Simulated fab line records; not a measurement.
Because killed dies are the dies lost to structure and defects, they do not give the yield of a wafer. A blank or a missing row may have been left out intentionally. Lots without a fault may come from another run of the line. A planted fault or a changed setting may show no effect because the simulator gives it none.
fab line records	flow n5-finfet	part 2 of 2: steps 5 to 6 of 6
[record] lots = 22	wafers = 66	last-day = 18
route steps=1938 shown HKMG_FIN@439 GATE_CUT@488
lots that met no fault: from a run of the same line without faults
start-h: hours from the record's opening day to when the first of the lot's shown wafers began	wait-h: hours elapsed since this lot's preceding step	" unchanged from the row above	L1.1+2: one row covering several wafers at once	- no value present, or no start provided	* or withheld: withheld	< > ~ a bound
route shown NAME@n: NAME is a module with steps in the file, n the number in the route of the first one	usual: mean/standard deviation of fault-free wafers	same: alike in all rows	chamber/n: place in a boat	sites: per-site readings	_std_site: standard deviation of those values	_edge_site: the outer-site mean with the inner-site mean subtracted	radius-mm: how far each site lies from the wafer's centre	mask NAME#n: copy n	behind: the tool/chamber that last shaped the wafer	hold: the reason the lot was held/the length of the hold in hours/how it ended	device: the n, p or np transistor that did not switch	end of line: the tests these same wafers got at the end of their route	step lacking rows: just its recipe	killed: count of dies lost to structure and defects at first sort (not the wafer's yield)	map: the dies of a wafer, with x for killed, . for not killed, _ for no die there
set.NAME: the setting as run; set.NAME@STEP: as run at that earlier step	model.NAME: the simulator's own value behind a step, which no gauge read
steps of the route over a sample of lots; a table a step, a row a wafer
services: when a tool's chamber went out of use (start-h, in hours from the record's first day, below 0 if earlier), for how many hours, and the reason
[[steps]]
[step N5_GATE_CUT_ETCH_28]
[recipe] chemistry = N2/H2	target = underlayer	target-depth-a = 130	mask-material = CAR-EUV	time-s = 10.4	ion-energy-ev = 200	pressure-mtorr = 30	source-w = 840	bias-w = 150	n2-flow-sccm = 200	h2-flow-sccm = 200	ends = cleared
[usual] drypump-motor-current-A = 6.0/0.45	etch-rf-on-time-s = 10.4/0.31	oes-product-au = 0.64/0.046	rf-fwd-power-W = 819.4/2.5	rf-vpp-V = 523.9/2.9	showerhead-plenum-p-Torr = 2.55/0.1	throttle-valve-pct = 17.98/0.24
lot.wafer	tool	chamber	start-h	wait-h	drypump-motor-current-A	etch-rf-on-time-s	oes-product-au	rf-fwd-power-W	rf-hours-counter-h	rf-vpp-V	showerhead-plenum-p-Torr	throttle-valve-pct
L074.3	rie-diel-01	0	87.72	0.0	5.5	10.7	0.61	818.5	196	524.0	2.54	18.11
L074.5	"	1	"	"	5.5	10.2	0.61	822.0	-	526.3	2.59	18.11
L074.6	"	2	"	"	5.4	10.8	0.63	820.3	-	525.9	2.65	17.97
L075.2	rie-diel-03	0	92.76	0.0	5.8	10.3	0.66	817.8	126	525.5	2.66	18.17
L075.5	"	1	"	"	6.8	10.3	0.61	816.9	-	520.7	2.42	18.05
L075.6	"	0	"	"	5.8	10.4	0.66	815.5	-	527.6	2.66	18.15
L076.1	rie-diel-03	0	100.76	0.0	5.8	10.4	0.66	816.3	129	526.6	2.66	18.16
L076.4	"	1	"	"	6.8	10.5	0.60	820.7	177	520.4	2.42	18.05
L076.6	"	1	"	"	6.8	10.4	0.61	820.3	-	520.8	2.42	18.04
L077.2	rie-diel-01	0	107.82	0.0	5.5	10.6	0.60	815.9	199	522.9	2.53	18.10
L077.3	"	1	"	"	5.5	10.2	0.61	822.1	230	525.6	2.59	18.11
L077.4	"	2	"	"	5.4	10.7	0.63	819.3	163	526.7	2.65	17.97
L078.3	rie-diel-03	2	111.16	0.0	6.2	11.1	0.58	821.5	179	526.8	2.64	17.93
L078.4	"	0	"	"	5.8	10.5	0.66	820.0	132	526.5	2.66	18.18
L078.6	"	1	"	"	6.8	10.5	0.60	824.2	-	521.4	2.42	18.04
L079.1	rie-diel-03	2	115.01	0.0	6.2	11.0	0.59	819.9	180	525.3	2.64	17.92
L079.4	"	3	"	"	5.8	10.0	0.70	821.9	89	520.9	2.48	17.61
L079.6	"	1	"	"	6.7	10.3	0.61	820.7	-	522.0	2.42	18.06
L080.1	rie-diel-03	3	119.00	0.0	5.8	10.1	0.70	815.3	91	521.0	2.48	17.61
L080.2	"	2	"	"	6.2	10.9	0.59	818.3	182	525.8	2.63	17.90
L080.3	"	0	"	"	5.8	10.5	0.66	818.6	135	527.1	2.66	18.18
L081.2	rie-diel-01	3	129.23	0.0	5.4	10.3	0.66	823.7	123	523.9	2.59	18.49
L081.4	"	3	"	"	5.4	10.3	0.67	814.1	-	524.7	2.59	18.46
L081.6	"	1	"	"	5.5	10.2	0.61	817.0	-	525.8	2.59	18.12
L082.2	rie-diel-03	3	134.69	0.0	5.9	10.0	0.69	819.4	94	521.3	2.48	17.62
L082.3	"	1	"	"	6.8	10.4	0.61	818.6	188	519.7	2.42	18.07
L082.6	"	0	"	"	5.8	10.5	0.66	820.1	-	527.2	2.65	18.18
L083.1	rie-diel-01	1	142.16	0.0	5.5	10.1	0.60	818.0	240	525.8	2.59	18.12
L083.3	"	0	"	"	5.5	10.8	0.60	821.2	209	521.5	2.53	18.14
L083.6	"	2	"	"	5.4	10.7	0.62	817.9	-	526.5	2.65	18.00
L084.1	rie-diel-03	3	144.62	0.0	5.8	10.1	0.69	823.0	98	522.5	2.48	17.63
L084.2	"	0	"	"	5.7	10.5	0.65	817.9	143	525.5	2.65	18.19
L084.5	"	0	"	"	5.7	10.5	0.65	819.1	-	527.6	2.65	18.18
L085.4	rie-diel-03	3	158.53	0.0	5.8	10.1	0.68	821.5	-	522.0	2.48	17.63
L085.5	"	0	"	"	5.7	10.5	0.65	824.0	-	527.5	2.65	18.19
L085.6	"	2	"	"	6.2	11.0	0.58	819.4	-	526.2	2.63	17.95
L086.2	rie-diel-03	0	162.44	0.0	5.8	10.6	0.65	822.6	148	526.9	2.65	18.18
L086.4	"	3	"	"	5.8	10.0	0.68	820.0	-	520.9	2.47	17.62
L086.6	"	0	"	"	5.8	10.5	0.64	819.9	-	526.2	2.65	18.19
L087.1	rie-diel-03	3	166.80	0.0	5.8	9.9	0.69	819.7	105	520.2	2.47	17.62
L087.2	"	0	"	"	5.7	10.4	0.65	817.6	150	527.3	2.65	18.19
L087.3	"	2	"	"	6.2	10.9	0.58	818.3	194	525.8	2.63	17.93
L089.1	rie-diel-03	0	173.79	0.0	5.8	10.6	0.64	817.5	153	526.5	2.65	18.19
L089.3	"	2	"	"	6.3	11.0	0.58	817.2	197	526.7	2.63	17.95
L089.4	"	1	"	"	6.9	10.6	0.59	819.3	194	521.7	2.41	18.09
L090.2	rie-diel-03	1	179.07	0.0	6.8	10.4	0.59	820.9	196	520.9	2.41	18.09
L090.3	"	0	"	"	5.8	10.5	0.64	817.9	155	527.0	2.65	18.22
L090.5	"	1	"	"	6.9	10.4	0.60	819.3	-	519.7	2.41	18.10
L091.3	rie-diel-06	3	185.43	0.0	5.9	10.0	0.67	821.2	127	518.4	2.35	17.64
L091.4	"	0	"	"	6.6	10.2	0.64	814.3	185	520.8	2.43	17.60
L091.6	"	3	"	"	5.9	10.0	0.66	822.2	-	519.1	2.35	17.65
L092.2	rie-diel-06	1	197.21	0.0	6.5	10.7	0.74	819.6	39	528.1	2.71	17.85
L092.4	"	3	"	"	5.9	9.9	0.67	819.9	131	517.2	2.35	17.66
L092.6	"	0	"	"	6.5	9.9	0.65	822.7	-	520.5	2.43	17.61
L093.1	rie-diel-03	0	200.57	0.0	5.7	10.5	0.64	818.8	162	525.9	2.64	18.23
L093.4	"	1	"	"	6.8	10.4	0.60	819.4	204	521.3	2.41	18.09
L093.6	"	2	"	"	6.2	10.9	0.58	825.3	-	525.4	2.62	17.96
L094.1	rie-diel-03	0	206.73	0.0	5.8	10.6	0.64	818.1	164	528.4	2.64	18.23
L094.2	"	1	"	"	6.8	10.5	0.59	820.2	206	520.6	2.41	18.09
L094.3	"	2	"	"	6.2	11.0	0.57	821.0	210	525.9	2.62	17.97
L096.2	rie-diel-06	0	221.42	0.0	6.5	10.0	0.64	820.0	197	520.4	2.43	17.62
L096.3	"	1	"	"	6.5	10.7	0.72	820.7	46	527.6	2.71	17.84
L096.5	"	1	"	"	6.5	10.5	0.73	824.8	-	528.9	2.71	17.85
L097.2	rie-diel-03	2	222.42	0.0	6.2	10.9	0.57	815.5	215	527.8	2.62	17.99
L097.4	"	0	"	"	5.8	10.4	0.63	820.1	169	525.5	2.64	18.25
L097.5	"	1	"	"	6.8	10.3	0.60	812.8	-	522.3	2.41	18.09
[step N5_GATE_CUT_VAPOR_ETCH_51]
[recipe] chemistry = BCl3/Cl2	target = HfO2	mode = isotropic
[usual] drypump-motor-current-A = 5.7/0.53	oes-product-au = 0.67/0.073
lot.wafer	tool	chamber	start-h	wait-h	drypump-motor-current-A	oes-product-au
L074.3	rie-metal-03	1	88.32	0.0	5.2	0.72
L074.5	"	0	"	"	6.5	0.67
L074.6	"	1	"	"	5.2	0.73
L075.2	rie-metal-01	0	93.36	0.0	6.1	0.75
L075.5	"	1	"	"	5.8	0.69
L075.6	"	0	"	"	6.1	0.74
L076.1	rie-metal-02	1	101.36	0.0	5.9	0.58
L076.4	"	1	"	"	5.9	0.59
L076.6	"	1	"	"	5.9	0.59
L077.2	rie-metal-02	0	108.41	0.0	5.1	0.63
L077.3	"	0	"	"	5.1	0.63
L077.4	"	1	"	"	5.8	0.58
L078.3	rie-metal-03	0	111.77	0.0	6.4	0.66
L078.4	"	1	"	"	5.2	0.71
L078.6	"	0	"	"	6.5	0.66
L079.1	rie-metal-02	0	115.61	0.0	5.1	0.62
L079.4	"	1	"	"	5.8	0.57
L079.6	"	0	"	"	5.1	0.62
L080.1	rie-metal-01	0	119.60	0.0	6.1	0.74
L080.2	"	1	"	"	5.8	0.69
L080.3	"	0	"	"	6.1	0.74
L081.2	rie-metal-01	0	129.84	0.0	6.1	0.73
L081.4	"	0	"	"	6.1	0.73
L081.6	"	0	"	"	6.1	0.73
L082.2	rie-metal-02	1	135.29	0.0	5.9	0.57
L082.3	"	1	"	"	5.9	0.57
L082.6	"	0	"	"	5.1	0.62
L083.1	rie-metal-02	1	142.76	0.0	5.8	0.58
L083.3	"	1	"	"	5.8	0.57
L083.6	"	0	"	"	5.1	0.62
L084.1	rie-metal-03	0	145.22	0.0	6.5	0.66
L084.2	"	1	"	"	5.1	0.71
L084.5	"	1	"	"	5.2	0.72
L085.4	rie-metal-02	0	159.39	0.1	5.1	0.62
L085.5	"	0	"	"	5.1	0.62
L085.6	"	0	"	"	5.1	0.62
L086.2	rie-metal-01	1	163.04	0.0	5.8	0.67
L086.4	"	1	"	"	5.8	0.68
L086.6	"	1	"	"	5.8	0.68
L087.1	rie-metal-02	0	167.40	0.0	5.1	0.61
L087.2	"	1	"	"	5.8	0.97
L087.3	"	1	"	"	5.8	0.96
L089.1	rie-metal-03	0	174.39	0.0	6.4	0.66
L089.3	"	0	"	"	6.4	0.65
L089.4	"	1	"	"	5.1	0.70
L090.2	rie-metal-03	1	179.66	0.0	5.2	0.70
L090.3	"	0	"	"	6.4	0.65
L090.5	"	0	"	"	6.4	0.65
L091.3	rie-metal-03	0	186.04	0.0	6.4	0.64
L091.4	"	1	"	"	5.2	0.71
L091.6	"	1	"	"	5.2	0.71
L092.2	rie-metal-01	0	197.81	0.0	6.1	0.71
L092.4	"	0	"	"	6.1	0.72
L092.6	"	1	"	"	5.8	0.66
L093.1	rie-metal-03	0	201.17	0.0	6.4	0.65
L093.4	"	1	"	"	5.2	0.70
L093.6	"	1	"	"	5.2	0.71
L094.1	rie-metal-03	1	207.33	0.0	5.1	0.70
L094.2	"	0	"	"	6.5	0.64
L094.3	"	0	"	"	6.4	0.65
L096.2	rie-metal-03	0	222.01	0.0	6.4	0.65
L096.3	"	0	"	"	6.4	0.65
L096.5	"	0	"	"	6.4	0.63
L097.2	rie-metal-02	0	223.01	0.0	5.1	0.61
L097.4	"	0	"	"	5.1	0.61
L097.5	"	1	"	"	5.9	0.92
[[services]]
tool	chamber	start-h	hours	kind
rie-diel-02	-	63.88	0.1	repair
rie-diel-04	1	84.16	5.7	repair
rie-diel-01	0	90.51	8.2	repair
rie-diel-06	0	92.45	4.8	repair
plasma-asher-02	-	95.35	2.5	repair
rie-diel-01	0	116.14	1.5	repair
rie-metal-03	-	119.07	4.3	pm
rie-diel-01	2	127.11	6.6	repair
rie-diel-02	1	136.01	-	clean
rie-metal-03	1	138.77	2.9	repair
rie-diel-03	2	140.26	5.8	repair
rie-diel-04	3	143.18	13.8	repair
rie-metal-03	0	149.76	17.6	repair
rie-diel-06	1	154.34	5.2	repair
rie-diel-05	-	164.14	0.3	repair
rie-diel-05	-	171.64	2.2	repair
rie-diel-02	3	173.21	5.4	repair
rie-diel-04	1	175.48	62.1	repair
rie-diel-06	-	199.41	3.9	repair
rie-diel-05	3	201.47	13.7	repair
rie-diel-01	3	207.40	19.4	repair
rie-metal-03	-	211.12	0.2	repair
plasma-asher-01	-	213.40	2.8	pm
rie-diel-05	2	219.41	2.6	repair
